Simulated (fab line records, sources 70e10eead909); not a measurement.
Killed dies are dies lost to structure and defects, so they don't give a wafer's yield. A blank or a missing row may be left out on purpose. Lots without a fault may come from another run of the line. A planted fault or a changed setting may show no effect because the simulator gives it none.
Chamber matching | flow nand_harc | NHARC_A_CONTACT_ETCH_102 on rie_diel-09: 4 sister chambers
The step etches the open film in CF4/O2, target depth 100 nm, overetch 10 nm, time 55 s. 4 wafers are shown with their chamber, then 11 later ones without.

WAFERS WITH THEIR CHAMBER
wafer  | chamber | drypump_motor_current_A (A)
L089.2 | 0       | 5.3
L092.5 | 1       | 5.7
L092.6 | 2       | 5.7
L093.1 | 3       | 6.2

WAFERS WITHOUT THEIR CHAMBER
wafer  | drypump_motor_current_A (A)
L093.2 | 5.7
L093.5 | 5.3
L095.1 | 5.7
L095.2 | 5.6
L095.5 | 6.2
L094.1 | 5.7
L094.2 | 5.7
L094.5 | 5.6
L096.3 | 5.3
L096.5 | 6.2
L096.6 | 5.6

WHICH CHAMBER EACH WENT THROUGH
wafer  | from the rows above     | in truth
L093.2 | can't be placed: 1 or 2 | 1
L093.5 | 0                       | 0
L095.1 | can't be placed: 1 or 2 | 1
L095.2 | can't be placed: 1 or 2 | 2
L095.5 | 3                       | 3
L094.1 | can't be placed: 1 or 2 | 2
L094.2 | can't be placed: 1 or 2 | 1
L094.5 | can't be placed: 1 or 2 | 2
L096.3 | 0                       | 0
L096.5 | 3                       | 3
L096.6 | can't be placed: 1 or 2 | 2
Placed correctly: 4 of 11. Can't be placed from these rows: 7 (the true chamber is among the candidates in 7). Placed wrongly: 0.
How it was worked out, from the rows above alone: a wafer's distance from a chamber is the root of the sum, over the readings, of the square of ((its reading less the chamber's mean) divided by the reading's scatter). The wafer belongs to the nearest chamber; if the next one is less than 2 further off, it can't be placed. A chamber's mean is the mean of its shown wafers. The scatter: with one shown wafer a chamber, the root of the mean of the squares of how far each hidden wafer lies from its nearest shown one.
